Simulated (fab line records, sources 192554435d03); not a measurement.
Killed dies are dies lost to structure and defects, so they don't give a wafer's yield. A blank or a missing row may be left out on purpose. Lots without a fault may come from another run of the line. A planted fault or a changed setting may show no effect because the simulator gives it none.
Chamber matching | flow n5_finfet | N5_BEOL_M4_PRE_CLEAN_60 on cvd_co-01: 3 sister chambers
The step time 15 s. 6 wafers are shown with their chamber, then 12 later ones without.

WAFERS WITH THEIR CHAMBER
wafer  | chamber | heater_power_w (W)
L089.2 | 2       | 91
L089.3 | 1       | 112
L089.4 | 1       | 114
L087.1 | 2       | 96
L087.3 | 0       | 94
L087.6 | 0       | 91

WAFERS WITHOUT THEIR CHAMBER
wafer  | heater_power_w (W)
L092.3 | 92
L092.4 | 115
L092.6 | 92
L093.1 | 116
L093.2 | 91
L093.4 | 95
L095.2 | 91
L095.3 | 116
L095.4 | 94
L096.2 | 92
L096.3 | 93
L096.4 | 95

WHICH CHAMBER EACH WENT THROUGH
wafer  | from the rows above     | in truth
L092.3 | can't be placed: 0 or 2 | 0
L092.4 | 1                       | 1
L092.6 | can't be placed: 0 or 2 | 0
L093.1 | 1                       | 1
L093.2 | can't be placed: 0 or 2 | 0
L093.4 | can't be placed: 2 or 0 | 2
L095.2 | can't be placed: 0 or 2 | 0
L095.3 | 1                       | 1
L095.4 | can't be placed: 2 or 0 | 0
L096.2 | can't be placed: 0 or 2 | 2
L096.3 | can't be placed: 0 or 2 | 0
L096.4 | can't be placed: 2 or 0 | 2
Placed correctly: 3 of 12. Can't be placed from these rows: 9 (the true chamber is among the candidates in 9). Placed wrongly: 0.
How it was worked out, from the rows above alone: a wafer's distance from a chamber is the root of the sum, over the readings, of the square of ((its reading less the chamber's mean) divided by the reading's scatter). The wafer belongs to the nearest chamber; if the next one is less than 2 further off, it can't be placed. A chamber's mean is the mean of its shown wafers. The scatter: the root of (the sum of the squares of (reading less its chamber's mean) over the shown wafers, divided by (wafers less chambers)).
